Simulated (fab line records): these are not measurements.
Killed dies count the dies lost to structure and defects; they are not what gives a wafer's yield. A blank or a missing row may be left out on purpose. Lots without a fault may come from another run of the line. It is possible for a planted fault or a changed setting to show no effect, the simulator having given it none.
Chamber matching	flow n5Finfet	aldMetal-03 running N5_BEOL_M3_ALD_84: 4 sister chambers
The step deposits TaN, pulse time 2 s, purge time 3 s, co reactant purge time 2 s. 4 wafers are shown with their chamber, then 8 later ones without.

## WAFERS WITH THEIR CHAMBER
wafer	chamber	heaterPowerW (W)
L088.2	3	431
L087.1	0	402
L087.4	1	398
L086.2	2	473

## WAFERS WITHOUT THEIR CHAMBER
wafer	heaterPowerW (W)
L086.4	405
L086.6	410
L092.1	428
L092.3	400
L092.5	385
L097.1	442
L097.4	400
L097.6	384

## WHICH CHAMBER EACH ONE RAN IN
wafer	from the rows above	in truth
L086.4	can't be placed: 0 or 1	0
L086.6	can't be placed: 0 or 1 or 3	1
L092.1	3	3
L092.3	can't be placed: 0 or 1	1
L092.5	can't be placed: 1 or 0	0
L097.1	3	3
L097.4	can't be placed: 0 or 1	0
L097.6	can't be placed: 1 or 0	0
2 of 8 placed correctly. These rows do not allow placing 6 (true chamber among the candidates in 6). Placed wrongly: 0.
How it was worked out, from the rows above alone: a wafer's distance from a chamber is the root of the sum, over the readings, of the square of ((its reading less the chamber's mean) divided by the reading's scatter). If the next closest chamber is less than 2 further off than the closest, the wafer can't be placed; otherwise it belongs to the closest. Each chamber's mean is taken over the wafers shown for it. The scatter: with one shown wafer a chamber, the root of the mean of the squares of how far each hidden wafer lies from its nearest shown one.
